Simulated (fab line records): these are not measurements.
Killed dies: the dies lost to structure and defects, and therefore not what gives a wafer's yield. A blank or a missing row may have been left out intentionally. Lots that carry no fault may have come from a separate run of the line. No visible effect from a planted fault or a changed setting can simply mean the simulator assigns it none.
A lot that was struck, set against a sound lot | flow nandHarc | 15 steps out of a route of 1302
Sound: the wafers L448.4, L448.5, L448.6. Struck: wafers L446.1, L446.2, L446.4. The cause is named last.
For every step that has rows: the tool of each side, followed by ch and its chambers, followed by its first start. Under that, the readings that differ: sound wafers | struck wafers | difference of the means | sigmas: that difference in standard deviations of wafers without a fault.
alike: readings with means less than 2 such deviations apart, plus words and numbers identical on both sides. not compared: withheld readings, readings lacking a value on some wafer, bounds such as >300 that could conceal the same value, and numbers that have no deviation in the record and whose values overlap.
A row with sigmas, a row that says differs or no value, or rows on one side alone: a step with any of these is where the two part. Numbers that don't overlap but have no deviation are shown without sigmas and don't part them. A reading that every wafer of one side lacks parts them only if that side has two wafers or more.

first, 3 steps without rows for these wafers: NHARC_P_GATE_STRIP_96 (strips in SPM, time 900 s); NHARC_P_GATE_RTA_64 (time 1 s); NHARC_P_GATE_ETCH_77 (etches SiO2 in dHF, target depth 6 nm).
NHARC_P_GATE_DEGAS_109: time 60 s.
  sound: pvdSputter-03 at day 8 17:21; struck: pvdSputter-03 at day 7 17:43
  alike: heaterPowerW
then, 3 steps without rows for these wafers: NHARC_P_GATE_PRE_CLEAN_110 (time 30 s); NHARC_P_GATE_SPUTTER_78 (material Ni, target thk 10 nm); NHARC_P_GATE_SPUTTER_79 (material TiN, target thk 10 nm).
NHARC_P_GATE_RTA_80: time 30 s.
  sound on rtpAnneal-02 ch 0, day 8 17:43; struck on rtpAnneal-01 ch 0, day 7 18:00
  alike: annealTempCMax, lampPowerPct, lamp_zone_3_pct, wafer_temp_C_max
then, 1 step without rows for these wafers: NHARC_P_GATE_STRIP_67 (strips in SPM, time 600 s).
NHARC_P_GATE_RTA_82: time 30 s.
  sound on rtpAnneal-01 ch 0, day 8 18:12; struck on rtpAnneal-02 ch 0, day 7 18:28
reading             | sound             | struck            | difference | sigmas
annealTempCMax      | 451.7 452.0 452.5 | 453.8 452.5 453.4 | +1.2       | +2
lampPowerPct (%)    | 4.5 4.5 4.5       | 3.5 3.5 3.5       | -1.0       | -2
lamp_zone_3_pct (%) | 4.5 4.5 4.5       | 3.5 3.5 3.5       | -1.0       | -2
wafer_temp_C_max    | 451.4 451.6 451.1 | 452.9 454.1 454.0 | +2.3       | +2
NHARC_P_GATE_INSPECT_68:
  sound: defectInspect-01 at day 8 18:19; struck: defectInspect-01 at day 7 18:40
  alike: rawDefectCount
NHARC_P_CONTACT_DEP_30: deposits SiNx, target thk 30 nm.
  sound on pecvd-01 ch 0,1,2, day 8 18:30; struck on pecvd-02 ch 0,2, day 7 18:44
  alike: heaterPowerOuterW, heaterPowerW, rfFwdPowerW
NHARC_P_CONTACT_DEP_00: deposits SiO2, target thk 500 nm.
  sound on pecvd-01 ch 0,1,2, day 8 18:44; struck on pecvd-02 ch 0,2, day 7 18:58
reading            | sound             | struck               | difference | sigmas
heaterPowerW (W)   | 331 766 596       | 320 289 358          | -242       | -2
rfFwdPowerW (W)    | 899.9 895.2 895.0 | 1256.3 1257.5 1260.4 | +361.4     | +99 or more
showerheadVppV (V) | 1840 1903 1773    | 2165 2250 2150       | +350       | +3
  alike: heaterPowerOuterW, mfcPrecursorSccm, throttleValvePct
NHARC_P_CONTACT_CMP_01: polishes SiO2, target thk 200 nm.
  sound on cmp-04 ch 0,1,2, day 8 19:10; struck on cmp-01 ch 0,2,3, day 7 19:27
  alike: motorCurrentA
NHARC_END_SORT_01:
  the record has rows for the sound wafers here (prober-02 ch 0, day 27 18:01) and none for the struck ones

## WHERE THEY PART
Earliest at NHARC_P_GATE_RTA_82; latest, in this record, at NHARC_END_SORT_01.

WHY: the cause the simulator had injected
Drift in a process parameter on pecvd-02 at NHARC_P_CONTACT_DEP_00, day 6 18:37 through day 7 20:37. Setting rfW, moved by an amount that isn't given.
